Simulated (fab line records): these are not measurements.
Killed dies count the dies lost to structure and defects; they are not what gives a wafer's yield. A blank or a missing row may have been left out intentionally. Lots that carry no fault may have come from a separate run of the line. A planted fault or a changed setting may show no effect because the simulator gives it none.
fab line records	flow n5Finfet
[record] lots = 11	wafers = 32	lastDay = 18
route steps=1938 shown TV_OPEN@1888 PASSIVATION@1910
lots that met no fault: from a run of the same line without faults
startH: hours from the record's opening day to when the first of the lot's shown wafers began	waitH: how many hours have passed since the lot's step before this one	" repeats the value in the row above	L1.1+2: one row covering several wafers at once	- either no value or no given start	* or withheld: withheld	< > ~ a bound
route shown NAME@n: a module of which the file shows steps, and the number in the route of the first	usual: mean and standard deviation over wafers with no fault	same: alike in all rows	chamber/n: place in a boat	sites: per-site readings	_std_site: their standard deviation	_edge_site: inner sites' mean taken away from outer sites' mean	radiusMm: how far each site lies from the wafer's centre	mask NAME#n: copy n	behind: tool/chamber where the wafer was last shaped	hold: the reason the lot was held/the length of the hold in hours/how it ended	device: the transistor (n, p or np) that didn't switch	end of line: the same wafers' tests at the end of the route	a step with no rows: only its recipe	killed: dies lost to structure and defects at the first sort, not the wafer's yield	map: dies across one wafer; x = killed, . = not, _ = none there
set.NAME: the setting the step ran with; set.NAME@STEP: the setting that earlier step ran with	model.NAME: the simulator's own value behind a step, which no gauge read
route steps across a sampled set of lots; one table per step, one row per wafer
services: a tool's chamber out of use, with start hour (startH, from the record's first day; less than 0 if before it), hours out, and reason
[[steps]]
[step N5_PASSIVATION_VIA_ETCH_13]
[recipe] chemistry = CHF3/O2	target = SiO2	targetDepthA = 6600	CHF3_flow_sccm = 50	O2_flow_sccm = 5	Ar_flow_sccm = 200	timeS = 330	maskMaterial = PR	pressureMtorr = 30	sourceW = 650	biasW = 170	ionEnergyEv = 200	ends = cleared
[usual] drypumpMotorCurrentA = 5.7/0.39	etchRfOnTimeS = 236/5.6	oes_o_777_au = 0.80/0.087	oesProductAu = 0.71/0.082	rfVppV = 521/8.3	showerheadPlenumPTorr = 2.41/0.083	throttleValvePct = 18.85/0.23
lot.wafer	tool	chamber	startH	waitH	drypumpMotorCurrentA	etchRfOnTimeS	oes_o_777_au	oesProductAu	rfHoursCounterH	rfVppV	showerheadPlenumPTorr	throttleValvePct
L809.4	rieDiel-01	2	258.00	0.0	5.6	234	0.70	0.65	205	519	2.40	18.72
L809.5	"	0	"	"	5.4	233	0.78	0.70	-	528	2.43	19.16
L809.6	"	3	"	"	5.9	240	0.81	0.72	-	520	2.51	18.80
L810.1	rieDiel-01	0	269.72	0.0	5.4	236	0.78	0.69	110	527	2.42	19.19
L810.2	"	2	"	"	5.6	236	0.70	0.64	209	520	2.40	18.73
L810.6	"	2	"	"	5.6	240	0.71	0.64	-	519	2.40	18.72
L811.3	rieDiel-02	0	281.14	0.0	5.9	220	0.93	0.86	11	534	2.57	19.16
L811.4	"	0	"	"	6.0	226	0.93	0.87	-	534	2.57	19.16
L811.5	"	1	"	"	5.2	235	0.75	0.65	-	508	2.30	18.60
L812.2	rieDiel-02	3	288.28	0.0	6.4	241	0.98	0.88	0	509	2.37	18.58
L812.3	"	0	"	"	5.9	226	0.94	0.85	14	535	2.57	19.17
L812.6	"	2	"	"	5.8	246	0.71	0.62	-	517	2.46	18.97
L820.3	rieDiel-02	1	339.91	0.0	5.2	232	0.74	0.64	216	506	2.29	18.64
L820.4	"	1	"	"	5.2	238	0.73	0.65	-	507	2.29	18.64
L820.6	"	0	"	"	5.9	234	0.89	0.81	-	533	2.57	19.21
L822.2	rieDiel-06	3	344.31	0.0	5.5	222	0.82	0.74	90	522	2.43	18.74
L822.5	"	0	"	"	5.9	233	0.88	0.78	-	516	2.35	18.72
L822.6	"	1	"	"	5.5	229	0.92	0.83	-	530	2.37	18.54
L821.1	rieDiel-06	3	344.79	0.0	5.5	228	0.81	0.73	90	522	2.43	18.73
L821.4	"	1	"	"	5.5	236	0.92	0.82	30	530	2.37	18.55
L821.5	"	3	"	"	5.5	237	0.81	0.73	-	523	2.43	18.72
L825.2	rieDiel-01	0	374.04	0.0	5.3	235	0.76	0.67	134	525	2.42	19.21
L825.4	"	2	"	"	5.6	237	0.68	0.62	227	519	2.39	18.77
L825.6	"	3	"	"	5.9	243	0.79	0.70	-	518	2.50	18.84
L829.1	rieDiel-01	2	418.06	0.0	5.6	234	0.67	0.62	241	518	2.38	18.78
L829.2	"	1	"	"	6.4	236	0.79	0.73	95	529	2.35	18.87
L829.6	"	2	"	"	5.6	238	0.68	0.63	-	518	2.38	18.79
L830.1	rieDiel-06	1	418.30	0.0	5.5	240	0.89	0.77	53	529	2.36	18.58
L830.3	"	0	"	"	5.8	239	0.84	0.73	71	517	2.34	18.75
L832.2	rieDiel-01	1	432.66	0.0	6.4	237	0.79	0.72	100	529	2.35	18.88
L832.4	"	0	"	"	5.4	238	0.75	0.67	154	526	2.41	19.25
L832.6	"	1	"	"	6.4	241	0.79	0.72	-	529	2.35	18.88
[step N5_PASSIVATION_ETCH_59]
[recipe] chemistry = Cl2/BCl3	target = TaN	targetDepthA = 650	timeS = 34.9	ionEnergyEv = 100	pressureMtorr = 10	icpW = 900	biasW = 100	Cl2_flow_sccm = 60	bcl3FlowSccm = 30
[usual] drypumpMotorCurrentA = 5.5/0.42	oesProductAu = 0.82/0.072	throttleValvePct = 21.1/0.35
lot.wafer	tool	chamber	startH	waitH	drypumpMotorCurrentA	oesProductAu	rfHoursCounterH	throttleValvePct
L809.4	rieMetal-03	1	260.80	0.4	5.3	0.75	-	21.3
L809.5	"	1	"	"	5.3	0.74	-	21.3
L809.6	"	1	"	"	5.3	0.75	-	21.3
L810.1	rieMetal-03	1	272.40	0.7	5.3	0.73	57	21.3
L810.2	"	1	"	"	5.3	0.74	-	21.3
L810.6	"	1	"	"	5.3	0.74	-	21.3
L811.3	rieMetal-03	1	283.17	0.2	5.3	0.74	-	21.3
L811.4	"	0	"	"	5.6	0.88	-	21.5
L811.5	"	0	"	"	5.6	0.87	-	21.5
L812.2	rieMetal-01	1	290.84	0.3	5.1	0.88	8	21.3
L812.3	"	0	"	"	5.0	0.74	-	20.6
L812.6	"	1	"	"	5.1	0.88	-	21.3
L820.3	rieMetal-02	0	341.59	0.2	6.0	0.87	-	20.6
L820.4	"	1	"	"	6.1	0.93	-	21.2
L820.6	"	0	"	"	6.0	0.86	-	20.6
L822.2	rieMetal-02	0	346.44	0.3	6.0	0.85	20	20.6
L822.5	"	1	"	"	6.1	0.90	-	21.3
L822.6	"	0	"	"	6.0	0.87	-	20.6
L821.1	rieMetal-01	1	347.16	0.3	5.1	0.85	13	21.3
L821.4	"	0	"	"	5.0	0.73	-	20.6
L821.5	"	1	"	"	5.1	0.84	-	21.3
L825.2	rieMetal-01	1	376.20	0.3	5.1	0.84	15	21.3
L825.4	"	0	"	"	5.0	0.72	-	20.7
L825.6	"	1	"	"	5.1	0.84	-	21.3
L829.1	rieMetal-01	0	419.93	0.3	5.0	0.72	66	20.7
L829.2	"	1	"	"	5.1	0.81	19	21.3
L829.6	"	0	"	"	5.1	0.72	-	20.6
L830.1	rieMetal-03	1	420.17	0.3	5.3	0.72	68	21.3
L830.3	"	1	"	"	5.3	0.71	-	21.3
L832.2	rieMetal-02	1	434.64	0.3	6.1	0.88	17	21.3
L832.4	"	0	"	"	6.0	0.83	-	20.6
L832.6	"	1	"	"	6.1	0.87	-	21.3
[step N5_PASSIVATION_CD_MEAS_44]
[recipe] targetCdNm = 40000	landingEnergyEv = 500	detector = seInlens
[usual] cdNm = 40001/3.6
lot.wafer	tool	chamber	startH	waitH	cdNm
L809.4	cdSem-03	0	262.20	-	40001
L809.5	"	0	"	"	40003
L809.6	"	0	"	"	39996
L810.1	cdSem-01	0	273.66	-	39999
L810.2	"	0	"	"	40002
L810.6	"	0	"	"	40000
L811.3	cdSem-02	0	284.46	-	40002
L811.4	"	0	"	"	39998
L811.5	"	0	"	"	40005
L812.2	cdSem-03	0	292.13	-	40000
L812.3	"	0	"	"	39997
L812.6	"	0	"	"	40003
L820.3	cdSem-03	0	342.85	-	40003
L820.4	"	0	"	"	40001
L820.6	"	0	"	"	40003
L822.2	cdSem-03	0	347.66	-	40005
L822.5	"	0	"	"	40003
L822.6	"	0	"	"	40002
L821.1	cdSem-02	0	348.45	-	40001
L821.4	"	0	"	"	40002
L821.5	"	0	"	"	40006
L825.2	cdSem-02	0	377.49	-	40001
L825.4	"	0	"	"	40000
L825.6	"	0	"	"	40004
L829.1	cdSem-01	0	421.25	-	39996
L829.2	"	0	"	"	40000
L829.6	"	0	"	"	40003
L830.1	cdSem-03	0	421.53	-	40002
L830.3	"	0	"	"	40004
L832.2	cdSem-01	0	435.84	-	40002
L832.4	"	0	"	"	40004
L832.6	"	0	"	"	40003
[step N5_PASSIVATION_DESCUM_46]
[recipe] chemistry = O2	timeS = 7.9	sourcePowerW = 50	biasPowerW = 20	pressureMtorr = 20	rfFrequencyHz = 2.712e+07	tempC = 40	o2FlowSccm = 225
[usual] drypumpMotorCurrentA = 5.8/0.43	oesProductAu = 0.84/0.072	rfVppV = 243.8/1.4	showerheadPlenumPTorr = 2.13/0.061	throttleValvePct = 20.32/0.27
lot.wafer	tool	chamber	startH	waitH	drypumpMotorCurrentA	oesProductAu	rfHoursCounterH	rfVppV	showerheadPlenumPTorr	throttleValvePct
L809.4	rieDiel-03	0	262.32	0.1	5.8	0.68	-	243.2	2.16	20.20
L809.5	"	3	"	"	5.5	0.87	-	241.3	2.06	20.55
L809.6	"	1	"	"	5.7	0.82	-	244.9	2.11	20.43
L810.1	rieDiel-03	2	273.93	0.2	5.8	0.92	17	246.0	2.22	20.03
L810.2	"	1	"	"	5.8	0.81	70	244.7	2.11	20.45
L810.6	"	3	"	"	5.5	0.87	-	241.8	2.06	20.55
L811.3	rieDiel-04	1	284.55	0.0	6.1	0.81	101	244.0	2.10	20.21
L811.4	"	0	"	"	6.4	0.92	22	244.1	2.13	20.74
L811.5	"	3	"	"	5.6	0.89	-	243.7	2.15	20.44
L812.2	rieDiel-03	3	292.52	0.3	5.5	0.85	57	241.8	2.06	20.58
L812.3	"	0	"	"	5.8	0.96	5	243.3	2.16	19.89
L812.6	"	0	"	"	5.8	0.97	-	243.5	2.16	19.92
L820.3	rieDiel-03	0	342.93	0.0	5.8	0.92	26	244.2	2.15	19.93
L820.4	"	2	"	"	5.9	0.89	35	245.7	2.22	20.06
L820.6	"	1	"	"	5.8	0.79	-	243.1	2.10	20.50
L822.2	rieDiel-05	1	347.74	0.0	5.6	0.96	6	244.1	2.21	20.07
L822.5	"	1	"	"	5.6	0.96	-	247.1	2.21	20.07
L822.6	"	2	"	"	5.1	0.81	-	245.2	2.18	19.93
L821.1	rieDiel-03	2	348.54	0.0	5.9	0.88	38	244.1	2.22	20.06
L821.4	"	2	"	"	5.9	0.88	-	244.5	2.22	20.05
L821.5	"	3	"	"	5.5	0.83	-	242.3	2.05	20.60
L825.2	rieDiel-04	1	377.61	0.1	6.1	0.77	132	243.7	2.09	20.26
L825.4	"	0	"	"	6.4	0.86	-	243.9	2.12	20.79
L825.6	"	1	"	"	6.1	0.78	-	243.5	2.09	20.27
L829.1	rieDiel-05	0	421.33	0.0	6.6	0.73	192	243.6	2.16	20.55
L829.2	"	2	"	"	5.1	0.79	102	243.6	2.17	19.97
L829.6	"	1	"	"	5.6	0.89	-	244.3	2.20	20.11
L830.1	rieDiel-05	1	421.93	0.3	5.6	0.89	30	245.9	2.20	20.11
L830.3	"	0	"	"	6.6	0.74	193	244.7	2.16	20.56
L832.2	rieDiel-04	0	435.93	0.0	6.4	0.84	72	244.7	2.12	20.81
L832.4	"	3	"	"	5.7	0.82	81	243.9	2.13	20.54
L832.6	"	1	"	"	6.1	0.76	-	240.2	2.08	20.29
[step N5_PASSIVATION_PROBE_49]
[usual] defectLimitedYield = 91.4/1.5	killed_at_M0_to_M3 = 35/11	killed_at_M4_up = 16/7	killedAtContacts = 11/5.3	killedAtFrontEnd = 37/11	killedAtOther = 3.1/2.8	killedDies = 102/18	killedOpen = 69/15	killedShort = 31/7.8	sort_bin_5_function = 5.1/1.1	sort_bin_6_memory = 3.2/0.69	sortNPass = 1078/18	sortYieldPct = 91.4/1.5
[same] grossDies = 1180	killedAtBackSide = 0	sort_bin_4_leakage[%] = 0	sort_bin_8_speed[%] = 0
lot.wafer	tool	chamber	startH	waitH	defectLimitedYield[%]	killed_at_M0_to_M3	killed_at_M4_up	killedAtContacts	killedAtFrontEnd	killedAtOther	killedDies	killedOpen	killedShort	sort_bin_5_function[%]	sort_bin_6_memory[%]	sortNPass	sortYieldPct[%]
L809.4	prober-02	-	265.49	0.2	90.1	35	15	15	50	2	117	82	33	5.8	3.8	1063	90.1
L809.5	prober-02	-	265.54	0.2	90.5	22	20	17	53	0	112	77	33	5.2	4.0	1068	90.5
L809.6	prober-02	-	265.59	0.3	89.8	36	21	10	43	10	120	85	35	5.6	4.0	1060	89.8
L810.1	prober-01	-	276.97	0.0	93.6	26	8	8	26	7	75	49	23	3.4	2.7	1105	93.6
L810.2	prober-01	-	277.02	0.1	92.2	36	7	3	42	4	92	51	41	4.2	3.5	1088	92.2
L810.6	prober-01	-	277.22	0.3	93.4	26	7	9	30	6	78	43	33	4.2	2.4	1102	93.4
L811.3	prober-01	-	287.73	0.1	92.6	24	10	11	40	2	87	46	41	4.2	3.0	1093	92.6
L811.4	prober-01	-	287.78	0.2	92.1	33	14	8	34	4	93	59	34	4.2	3.2	1087	92.1
L811.5	prober-01	-	287.83	0.2	93.1	24	8	9	39	1	81	47	33	4.4	2.0	1099	93.1
L812.2	prober-01	-	295.61	0.1	90.7	24	23	14	47	2	110	71	36	5.3	3.3	1070	90.7
L812.3	prober-01	-	295.66	0.1	91.3	27	9	17	47	3	103	71	32	5.3	3.0	1077	91.3
L812.6	prober-01	-	295.81	0.3	90.4	21	28	7	53	4	113	74	37	6.3	3.1	1067	90.4
L820.3	prober-02	-	346.09	0.1	80.5	41	8	14	32	135	230	51	42	12.5	4.7	950	80.5
L820.4	prober-02	-	346.14	0.2	80.5	36	18	7	20	149	230	61	20	11.9	4.7	950	80.5
L820.6	prober-02	-	346.24	0.3	92.0	35	11	17	30	1	94	69	25	5.1	2.6	1086	92.0
L822.2	prober-02	-	350.84	0.1	89.4	46	29	13	35	2	125	83	42	5.9	4.4	1055	89.4
L822.5	prober-02	-	350.99	0.2	91.1	34	26	7	34	4	105	74	31	4.7	3.6	1075	91.1
L822.6	prober-02	-	351.04	0.3	91.0	53	16	6	31	0	106	77	29	4.9	3.8	1074	91.0
L821.1	prober-02	-	352.64	0.0	89.2	53	11	9	54	0	127	88	38	7.1	3.2	1053	89.2
L821.4	prober-02	-	352.79	0.2	91.9	29	10	13	41	2	95	50	36	4.3	3.2	1085	91.9
L821.5	prober-02	-	352.84	0.2	91.9	15	17	8	52	3	95	68	22	4.6	3.1	1085	91.9
L825.2	prober-02	-	380.70	0.1	93.1	27	11	3	37	3	81	52	29	4.2	2.5	1099	93.1
L825.4	prober-02	-	380.80	0.2	91.5	34	21	1	41	3	100	69	30	5.4	2.9	1080	91.5
L825.6	prober-02	-	380.90	0.3	91.5	34	18	6	39	3	100	73	27	5.8	2.6	1080	91.5
L829.1	prober-02	-	424.38	0.0	93.2	30	21	9	20	0	80	54	24	4.0	2.5	1100	93.2
L829.2	prober-02	-	424.43	0.1	90.9	39	17	12	38	1	107	84	20	5.9	3.0	1073	90.9
L829.6	prober-02	-	424.63	0.3	92.5	21	17	6	42	3	89	61	28	4.7	2.8	1091	92.5
L830.1	prober-01	-	424.98	0.0	89.7	31	19	16	51	4	121	80	37	5.5	4.2	1059	89.7
L830.3	prober-01	-	425.08	0.1	90.6	25	13	13	54	6	111	70	41	6.5	2.5	1069	90.6
L832.2	prober-01	-	439.04	0.1	92.5	43	7	9	28	2	89	66	23	4.4	3.0	1091	92.5
L832.4	prober-01	-	439.14	0.2	90.9	29	31	6	38	3	107	74	33	5.8	2.9	1073	90.9
L832.6	prober-01	-	439.24	0.3	93.6	33	16	4	20	3	76	46	27	4.2	2.2	1104	93.6
// killed by level:class
L809.4 FIN_SAQP:geometricParticle:open=14 FIN_SAQP:geometricParticle:short=14 MOL_CONTACT_COAG:geometricParticle:open=12 BEOL_M0_SAQP:geometricParticle:open=10 STI_FIN_REVEAL:geometricParticle:open=8 BEOL_M1:geometricParticle:open=7 BEOL_M0_SAQP:geometricParticle:short=5 BEOL_M0:geometricParticle:open=5
L809.5 MOL_CONTACT_COAG:geometricParticle:open=15 FIN_SAQP:geometricParticle:open=14 FIN_SAQP:geometricParticle:short=11 BEOL_M1:geometricParticle:open=8 STI_FIN_REVEAL:geometricParticle:open=7 BEOL_M4:geometricParticle:open=7 BEOL_M2:geometricParticle:open=6 BEOL_M5:geometricParticle:open=6
L809.6 FIN_SAQP:geometricParticle:open=17 MOL_CONTACT_COAG:geometricParticle:open=9 BEOL_M3:geometricParticle:open=8 BEOL_M4:geometricParticle:open=8 BEOL_M1:geometricParticle:open=7 DUMMY_GATE:geometricParticle:open=6 BEOL_M0_SAQP:geometricParticle:short=6 BEOL_M4:geometricParticle:short=6
L810.1 MOL_CONTACT_COAG:geometricParticle:open=8 BEOL_M2:geometricParticle:open=7 BEOL_M0_SAQP:geometricParticle:open=5 BEOL_M0_SAQP:geometricParticle:short=5 FIN_SAQP:geometricParticle:short=4 DUMMY_GATE:geometricParticle:open=4 BEOL_M3:geometricParticle:open=4 FIN_SAQP:geometricParticle:open=3
L810.2 BEOL_M0_SAQP:geometricParticle:open=11 GATE_CUT:geometricParticle:short=8 BEOL_M0_SAQP:geometricParticle:short=7 BEOL_M2:geometricParticle:open=6 ILD0:geometricParticle:open=5 BEOL_M2:geometricParticle:short=5 STARTING-WAFER:geometricParticle:short=5 FIN_SAQP:geometricParticle:open=4
L810.6 BEOL_M1:geometricParticle:open=9 MOL_CONTACT_COAG:geometricParticle:open=6 FIN_SAQP:geometricParticle:short=5 STARTING-WAFER:geometricParticle:open=5 DUMMY_GATE:geometricParticle:open=4 BEOL_M0_SAQP:geometricParticle:short=4 BEOL_M1:geometricParticle:short=4 STARTING-WAFER:geometricParticle:short=4
L811.3 BEOL_M0_SAQP:geometricParticle:short=8 FIN_SAQP:geometricParticle:short=7 MOL_CONTACT_COAG:geometricParticle:open=7 FIN_SAQP:geometricParticle:open=5 BEOL_M0:geometricParticle:open=5 STI_FIN_REVEAL:geometricParticle:open=4 DUMMY_GATE:geometricParticle:open=4 GATE_CUT:geometricParticle:open=4
L811.4 FIN_SAQP:geometricParticle:short=8 BEOL_M2:geometricParticle:open=8 MOL_CONTACT_COAG:geometricParticle:open=7 BEOL_M0:geometricParticle:open=7 FIN_SAQP:geometricParticle:open=5 BEOL_M3:geometricParticle:open=5 GATE_CUT:geometricParticle:short=4 BEOL_M4:geometricParticle:open=4
L811.5 MOL_CONTACT_COAG:geometricParticle:open=7 FIN_SAQP:geometricParticle:short=6 FIN_SAQP:geometricParticle:open=6 STI_FIN_REVEAL:geometricParticle:open=6 DUMMY_GATE:geometricParticle:open=6 BEOL_M0_SAQP:geometricParticle:open=5 BEOL_M0:geometricParticle:open=5 GATE_CUT:geometricParticle:short=4
L812.2 BEOL_M4:geometricParticle:open=12 BEOL_M3:geometricParticle:open=12 MOL_CONTACT_COAG:geometricParticle:open=11 FIN_SAQP:geometricParticle:open=7 DUMMY_GATE:geometricParticle:open=6 GATE_CUT:geometricParticle:short=6 FIN_SAQP:geometricParticle:short=5 ILD0:geometricParticle:short=5
L812.3 MOL_CONTACT_COAG:geometricParticle:open=12 FIN_SAQP:geometricParticle:open=9 GATE_CUT:geometricParticle:short=7 STI_FIN_REVEAL:geometricParticle:open=6 ILD0:geometricParticle:open=6 BEOL_M0_SAQP:geometricParticle:open=6 GATE_CUT:geometricParticle:open=5 MOL_CONTACT_COAG:geometricParticle:short=5
L812.6 BEOL_M4:geometricParticle:open=15 FIN_SAQP:geometricParticle:open=10 FIN_SAQP:geometricParticle:short=8 STI_FIN_REVEAL:geometricParticle:open=7 DUMMY_GATE:geometricParticle:open=7 BEOL_M3:geometricParticle:open=7 GATE_CUT:geometricParticle:open=5 BEOL_M3:geometricParticle:short=5
L820.3 TV_OPEN:unspecified=134 BEOL_M0_SAQP:geometricParticle:short=12 MOL_CONTACT_COAG:geometricParticle:open=11 FIN_SAQP:geometricParticle:open=8 BEOL_M3:geometricParticle:short=8 BEOL_M3:geometricParticle:open=6 FIN_SAQP:geometricParticle:short=5 BEOL_M0_SAQP:geometricParticle:open=4
L820.4 TV_OPEN:unspecified=149 BEOL_M2:geometricParticle:open=12 BEOL_M4:geometricParticle:open=10 BEOL_M1:geometricParticle:open=7 BEOL_M0_SAQP:geometricParticle:open=6 STI_FIN_REVEAL:geometricParticle:open=4 MOL_CONTACT_COAG:geometricParticle:open=4 MOL_CONTACT_COAG:geometricParticle:short=3
L820.6 MOL_CONTACT_COAG:geometricParticle:open=14 BEOL_M2:geometricParticle:open=13 FIN_SAQP:geometricParticle:open=7 BEOL_M0_SAQP:geometricParticle:open=6 BEOL_M0_SAQP:geometricParticle:short=5 BEOL_M4:geometricParticle:open=5 GATE_CUT:geometricParticle:short=4 GATE_CUT:geometricParticle:open=4
L822.2 BEOL_M4:geometricParticle:open=14 BEOL_M3:geometricParticle:open=13 MOL_CONTACT_COAG:geometricParticle:open=10 BEOL_M1:geometricParticle:open=9 GATE_CUT:geometricParticle:short=8 BEOL_M0_SAQP:geometricParticle:open=8 BEOL_M0_SAQP:geometricParticle:short=8 FIN_SAQP:geometricParticle:short=6
L822.5 BEOL_M1:geometricParticle:open=13 BEOL_M4:geometricParticle:open=12 STARTING-WAFER:geometricParticle:open=8 GATE_CUT:geometricParticle:short=7 MOL_CONTACT_COAG:geometricParticle:open=6 BEOL_M0_SAQP:geometricParticle:short=6 BEOL_M3:geometricParticle:open=6 FIN_SAQP:geometricParticle:short=4
L822.6 BEOL_M1:geometricParticle:open=16 BEOL_M2:geometricParticle:open=12 FIN_SAQP:geometricParticle:open=8 BEOL_M0_SAQP:geometricParticle:short=8 FIN_SAQP:geometricParticle:short=6 BEOL_M3:geometricParticle:open=6 BEOL_M4:geometricParticle:open=6 MOL_CONTACT_COAG:geometricParticle:open=5
L821.1 BEOL_M3:geometricParticle:open=22 FIN_SAQP:geometricParticle:short=11 FIN_SAQP:geometricParticle:open=10 MOL_CONTACT_COAG:geometricParticle:open=9 BEOL_M1:geometricParticle:open=8 DUMMY_GATE:geometricParticle:open=7 BEOL_M2:geometricParticle:open=5 STARTING-WAFER:geometricParticle:short=5
L821.4 BEOL_M3:geometricParticle:open=11 DUMMY_GATE:geometricParticle:open=9 MOL_CONTACT_COAG:geometricParticle:open=8 STI_FIN_REVEAL:geometricParticle:open=7 STARTING-WAFER:geometricParticle:short=7 BEOL_M0_SAQP:geometricParticle:short=6 DUMMY_GATE:geometricParticle:short=4 BEOL_M4:geometricParticle:open=4
L821.5 FIN_SAQP:geometricParticle:open=11 GATE_CUT:geometricParticle:open=11 FIN_SAQP:geometricParticle:short=8 STI_FIN_REVEAL:geometricParticle:open=7 MOL_CONTACT_COAG:geometricParticle:open=7 BEOL_M3:geometricParticle:open=6 DUMMY_GATE:geometricParticle:open=5 BEOL_M4:geometricParticle:open=4
L825.2 FIN_SAQP:geometricParticle:open=12 FIN_SAQP:geometricParticle:short=7 BEOL_M3:geometricParticle:open=6 BEOL_M1:geometricParticle:open=5 BEOL_M2:geometricParticle:open=5 BEOL_M4:geometricParticle:open=5 SPACER0:geometricParticle:short=4 BEOL_M2:geometricParticle:short=4
L825.4 FIN_SAQP:geometricParticle:open=17 BEOL_M4:geometricParticle:open=11 STI_FIN_REVEAL:geometricParticle:open=7 FIN_SAQP:geometricParticle:short=6 BEOL_M2:geometricParticle:short=6 BEOL_M2:geometricParticle:open=6 BEOL_M3:geometricParticle:open=6 BEOL_M1:geometricParticle:open=5
L825.6 BEOL_M3:geometricParticle:open=14 BEOL_M4:geometricParticle:open=14 FIN_SAQP:geometricParticle:short=10 FIN_SAQP:geometricParticle:open=9 DUMMY_GATE:geometricParticle:open=9 BEOL_M1:geometricParticle:open=4 STARTING-WAFER:geometricParticle:open=4 STI_FIN_REVEAL:geometricParticle:open=3
L829.1 MOL_CONTACT_COAG:geometricParticle:open=8 BEOL_M0_SAQP:geometricParticle:open=7 BEOL_M0_SAQP:geometricParticle:short=6 BEOL_M1:geometricParticle:open=6 BEOL_M4:geometricParticle:open=6 FIN_SAQP:geometricParticle:open=4 DUMMY_GATE:geometricParticle:open=4 GATE_CUT:geometricParticle:short=4
L829.2 BEOL_M3:geometricParticle:open=15 FIN_SAQP:geometricParticle:open=11 MOL_CONTACT_COAG:geometricParticle:open=11 DUMMY_GATE:geometricParticle:open=7 BEOL_M4:geometricParticle:open=7 BEOL_M1:geometricParticle:open=7 BEOL_M0_SAQP:geometricParticle:open=6 STI_FIN_REVEAL:geometricParticle:open=5
L829.6 STI_FIN_REVEAL:geometricParticle:open=11 FIN_SAQP:geometricParticle:open=9 GATE_CUT:geometricParticle:short=7 MOL_CONTACT_COAG:geometricParticle:open=5 BEOL_M2:geometricParticle:open=5 BEOL_M5:geometricParticle:open=4 BEOL_M0_SAQP:geometricParticle:open=4 BEOL_M1:geometricParticle:open=4
L830.1 STI_FIN_REVEAL:geometricParticle:open=16 MOL_CONTACT_COAG:geometricParticle:open=13 BEOL_M2:geometricParticle:open=9 BEOL_M0_SAQP:geometricParticle:short=7 FIN_SAQP:geometricParticle:short=6 FIN_SAQP:geometricParticle:open=5 BEOL_M3:geometricParticle:open=5 BEOL_M5:geometricParticle:open=5
L830.3 FIN_SAQP:geometricParticle:open=14 STI_FIN_REVEAL:geometricParticle:open=12 FIN_SAQP:geometricParticle:short=9 MOL_CONTACT_COAG:geometricParticle:open=8 BEOL_M0_SAQP:geometricParticle:short=8 BEOL_M2:geometricParticle:open=6 BEOL_M3:geometricParticle:open=6 DUMMY_GATE:geometricParticle:open=5
L832.2 BEOL_M3:geometricParticle:open=11 MOL_CONTACT_COAG:geometricParticle:open=9 FIN_SAQP:geometricParticle:open=7 BEOL_M1:geometricParticle:open=7 BEOL_M2:geometricParticle:open=7 BEOL_M0_SAQP:geometricParticle:open=5 BEOL_M0_SAQP:geometricParticle:short=5 DUMMY_GATE:geometricParticle:open=4
L832.4 BEOL_M4:geometricParticle:open=18 STI_FIN_REVEAL:geometricParticle:open=10 BEOL_M2:geometricParticle:open=7 BEOL_M3:geometricParticle:open=7 BEOL_M4:geometricParticle:short=7 DUMMY_GATE:geometricParticle:open=5 BEOL_M3:geometricParticle:short=5 FIN_SAQP:geometricParticle:open=4
L832.6 BEOL_M4:geometricParticle:open=8 BEOL_M0_SAQP:geometricParticle:open=6 BEOL_M0_SAQP:geometricParticle:short=6 BEOL_M0:geometricParticle:short=6 STARTING-WAFER:geometricParticle:open=5 MOL_CONTACT_COAG:geometricParticle:open=4 BEOL_M1:geometricParticle:open=4 BEOL_M4:geometricParticle:short=4
[[services]]
tool	chamber	startH	hours	kind
rieDiel-03	3	248.74	6.3	repair
rieDiel-04	3	251.44	4.5	repair
rieMetal-03	0	255.47	17.8	repair
rieDiel-03	2	262.22	1.6	repair
rieMetal-02	1	266.73	10.1	repair
rieDiel-04	1	270.31	3.5	repair
rieDiel-03	2	283.29	16.3	repair
rieMetal-03	1	287.20	1.0	repair
rieMetal-03	-	290.47	4.0	pm
rieDiel-01	1	306.06	3.2	repair
rieDiel-01	2	317.52	13.2	repair
rieMetal-03	0	318.23	5.4	repair
rieDiel-01	-	331.02	28.1	pm
rieDiel-02	3	337.71	39.6	repair
rieDiel-03	1	344.53	6.7	repair
rieDiel-04	0	355.13	2.6	repair
rieDiel-01	1	364.05	3.9	repair
rieDiel-02	2	370.56	11.4	repair
rieDiel-02	0	374.23	10.2	repair
rieDiel-01	3	376.43	7.4	repair
rieMetal-02	-	378.99	0.3	repair
rieMetal-02	-	388.49	0.2	repair
rieDiel-04	0	406.67	2.9	repair
rieDiel-01	-	407.84	3.0	repair
[[key]]
[firstSign] step = N5_PASSIVATION_PROBE_49	reading = killedAtOther	direction = up	sigmas = 49	usual = 3.1	struck = 142
[effect] step = N5_PASSIVATION_PROBE_49	reading = defectLimitedYield	direction = down	sigmas = 7	usual = 91.4	struck = 80.5
[moreKillsBornAt] N5_PASSIVATION_VIA_ETCH_13@rieDiel-02 = 283
metAt N5_PASSIVATION_VIA_ETCH_13
struckLots L820
struckWafers L820.3,L820.4
notActingAt N5_PASSIVATION_ETCH_59,N5_PASSIVATION_CD_MEAS_44,N5_PASSIVATION_DESCUM_46
onsetBetween 281.14 339.91
[fault] kind = chamberParticleSource	tool = rieDiel-02	chamber = 1	onsetH = 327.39	steps = N5_PASSIVATION_VIA_ETCH_13	ratePerVisitCm2 = 1.2363	endH = 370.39
